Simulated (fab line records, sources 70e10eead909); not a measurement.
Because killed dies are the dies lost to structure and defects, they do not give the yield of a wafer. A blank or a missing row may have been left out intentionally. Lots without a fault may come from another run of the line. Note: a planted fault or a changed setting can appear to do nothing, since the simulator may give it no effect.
Comparing a struck lot with a sound one    flow nand-harc    40 out of 1302 route steps
Sound: the wafers L962.3, L962.5, L962.6. Struck: wafer L957.4. (L957.1, L957.2 of the same lot were not struck and are left out.) The cause comes at the end.
At each step with rows: each side's tool, then ch and its chambers, then its first start. Under that, the readings that differ: sound wafers    struck wafers    difference of the means    sigmas: that difference in standard deviations of wafers without a fault.
alike: words and numbers the same on both sides, and readings whose means are apart by under 2 such deviations; not compared: readings that were withheld, readings missing a value for some wafer, numbers with overlapping values and no deviation given by the record, and bounds like >300 which may hide the same value.
A row with sigmas, a row that says differs or no value, or rows on one side alone: a step with any of these is where the two part. Non-overlapping numbers with no deviation appear without sigmas and do not part them. A reading that every wafer of one side lacks parts them only if that side has two wafers or more.

NHARC_P_CONTACT_OVL_MEAS_13:
  sound on overlay-02 at day 11 18:25; struck on overlay-01 at day 10 00:02
  alike: overlay-x-nm, overlay-y-nm
NHARC_P_CONTACT_INSPECT_14:
  sound on defect-inspect-02 at day 11 18:26; struck on defect-inspect-02 at day 10 00:04
  alike: raw-defect-count
then, 6 steps without rows for these wafers: NHARC_P_CONTACT_DESCUM_17 (chemistry O2, time 3 s); NHARC_P_CONTACT_ETCH_35 (etches the open film in CF4, target depth 39 nm, time 65 s); NHARC_P_CONTACT_ETCH_36 (etches the open film in N2/H2, target depth 260 nm, time 406.25 s); NHARC_P_CONTACT_ETCH_18 (etches the open film in C4F8/O2/Ar, target depth 481 nm, time 240.5 s); NHARC_P_CONTACT_STRIP_37 (strips in C4F8/O2/Ar); NHARC_P_CONTACT_ETCH_31 (etches the open film in CH3F/O2, target depth 30 nm, time 85.7 s).
NHARC_P_CONTACT_CD_MEAS_19:
  sound on cd-sem-03 at day 11 19:32; struck on cd-sem-03 at day 10 01:00
  alike: cd-nm
then, 2 steps without rows for these wafers: NHARC_P_CONTACT_STRIP_28 (strips in O2); NHARC_P_CONTACT_STRIP_29 (strips in post etch residue remover, time 1200 s).
NHARC_P_CONTACT_DEGAS_38: time 60 s.
  sound on pvd-sputter-03 at day 11 20:15; struck on pvd-sputter-02 at day 10 01:43
reading             sound        struck  difference  sigmas
heater-power-w (W)  475 477 504  586     +101        +2
NHARC_P_CONTACT_PRE_CLEAN_39: time 19.5 s.
  sound on pvd-sputter-03 at day 11 20:18; struck on pvd-sputter-02 at day 10 01:47
then, 15 steps without rows for these wafers: NHARC_P_CONTACT_PVD_32 (deposits Ti, target thk 5 nm, time 17.7 s); NHARC_P_CONTACT_ALD_22 (deposits TiN, target thk 3 nm, pulse time 1 s, ald cycles 150); NHARC_P_CONTACT_CVD_23 (deposits W, target thk 200 nm, time 557 s); NHARC_P_CONTACT_CMP_24 (polishes, t overpolish 30 s, target thk 200 nm); NHARC_P_CONTACT_SRD_26; NHARC_P_M0_DEP_00 (deposits SiOC, target thk 150 nm); NHARC_P_M0_DEHYDRATE_01 (time 120 s); NHARC_P_M0_HMDS_02 (time 30 s); NHARC_P_M0_COAT_33 (time 65 s); NHARC_P_M0_COAT_03 (resist thk 90 nm); NHARC_P_M0_SOFTBAKE_04 (time 55 s); NHARC_P_M0_EBR_05; NHARC_P_M0_EXPOSE_06 (exposes mask P M0, target cd 90 nm); NHARC_P_M0_PEB_07 (peb time 65 s); NHARC_P_M0_DEVELOP_08 (develop time 35 s).
NHARC_P_M0_CD_MEAS_09: target cd 90 nm.
  sound on cd-sem-03 ch 0, day 11 22:38; struck on cd-sem-03 ch 0, day 10 04:07
  alike: cd-nm
NHARC_P_M0_OVL_MEAS_10: pitch 180 nm.
  sound on overlay-02 at day 11 22:43; struck on overlay-01 at day 10 04:11
  alike: overlay-x-nm, overlay-y-nm
NHARC_P_M0_DESCUM_14: chemistry O2, time 3 s.
  sound on rie-diel-12 ch 1,2, day 11 22:49; struck on rie-diel-13 ch 0, day 10 04:17
reading                sound              struck  difference  sigmas
oes-product-au (a.u.)  0.991 0.981 0.984  1.012   +0.027      +2
  alike: drypump-motor-current-A, o2-flow-sccm, rf-vpp-V, showerhead-plenum-p-Torr, throttle-valve-pct
  not compared: rf-hours-counter-h
NHARC_P_M0_ETCH_34: etches the open film in N2/H2, target depth 40 nm, overetch 12 nm, time 43.94 s.
  sound on rie-diel-12 ch 0,1,2, day 11 22:55; struck on rie-diel-13 ch 1, day 10 04:23
  alike: drypump-motor-current-A, oes-product-au, rf-vpp-V, showerhead-plenum-p-Torr, throttle-valve-pct
  not compared: rf-hours-counter-h
then, 1 step without rows for these wafers: NHARC_P_M0_ETCH_15 (etches the open film in C4F8/Ar, target depth 150 nm, overetch 15 nm, time 82.5 s).
NHARC_P_M0_CD_MEAS_16:
  sound on cd-sem-02 at day 11 23:07; struck on cd-sem-03 at day 10 04:35
  alike: cd-nm
then, 2 steps without rows for these wafers: NHARC_P_M0_STRIP_18 (strips in N2/H2); NHARC_P_M0_STRIP_19 (strips in post etch residue remover, time 600 s).
NHARC_P_M0_DEGAS_28: time 60 s.
  sound on pvd-sputter-02 at day 11 23:48; struck on pvd-sputter-02 at day 10 05:18
  alike: heater-power-w
NHARC_P_M0_PRE_CLEAN_29: time 30 s.
  sound on pvd-sputter-02; struck on pvd-sputter-02
  alike: heater-power-w
then, 1 step without rows for these wafers: NHARC_P_M0_PVD_20 (deposits TaN, target thk 5 nm, time 8.06 s).
-- the record jumps here: 18 days lie between the struck wafers' starts before and after (it left off in module P_M0 and takes up again in module END, whose first step shown is number 1302 of the route) --
NHARC_END_SORT_01:
  at this point the record logs the struck wafers (prober-02 ch 0, day 28 12:16) and has no rows for the sound ones

## WHERE THEY PART
Earliest at NHARC_P_CONTACT_DEGAS_38; latest, in this record, at NHARC_END_SORT_01.

WHY: what had been put in by the simulator
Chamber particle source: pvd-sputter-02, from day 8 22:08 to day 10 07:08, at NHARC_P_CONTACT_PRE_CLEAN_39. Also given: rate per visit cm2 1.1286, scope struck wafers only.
